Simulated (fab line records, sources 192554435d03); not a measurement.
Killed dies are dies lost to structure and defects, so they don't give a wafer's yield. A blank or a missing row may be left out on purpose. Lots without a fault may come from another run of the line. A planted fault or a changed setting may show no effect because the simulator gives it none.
Chamber matching | flow n5_finfet | N5_BEOL_M11_PECVD_70 on pecvd-03: 3 sister chambers
The step deposits SiO2 from TEOS/O2, target thk 20 nm, time 22.7 s. 6 wafers are shown with their chamber, then 8 later ones without.

WAFERS WITH THEIR CHAMBER
wafer  | chamber | throttle_valve_pct (%) | heater_power_w (W)
L079.2 | 0       | 22.8                   | 726
L080.1 | 2       | 22.5                   | 907
L082.6 | 0       | 23.1                   | 730
L086.3 | 2       | 22.8                   | 919
L086.5 | 1       | 21.6                   | 726
L085.1 | 1       | 21.5                   | 817

WAFERS WITHOUT THEIR CHAMBER
wafer  | throttle_valve_pct (%) | heater_power_w (W)
L085.2 | 23.3                   | 771
L085.5 | 23.4                   | 754
L088.2 | 21.6                   | 827
L088.4 | 22.6                   | 880
L088.5 | 21.7                   | 805
L094.2 | 22.9                   | 815
L094.4 | 21.7                   | 699
L094.5 | 22.7                   | 831

WHICH CHAMBER EACH WENT THROUGH
wafer  | from the rows above     | in truth
L085.2 | 0                       | 0
L085.5 | 0                       | 0
L088.2 | 1                       | 1
L088.4 | 2                       | 2
L088.5 | 1                       | 1
L094.2 | can't be placed: 0 or 2 | 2
L094.4 | 1                       | 1
L094.5 | can't be placed: 2 or 0 | 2
Placed correctly: 6 of 8. Can't be placed from these rows: 2 (the true chamber is among the candidates in 2). Placed wrongly: 0.
How it was worked out, from the rows above alone: a wafer's distance from a chamber is the root of the sum, over the readings, of the square of ((its reading less the chamber's mean) divided by the reading's scatter). The wafer belongs to the nearest chamber; if the next one is less than 2 further off, it can't be placed. A chamber's mean is the mean of its shown wafers. The scatter: the root of (the sum of the squares of (reading less its chamber's mean) over the shown wafers, divided by (wafers less chambers)).
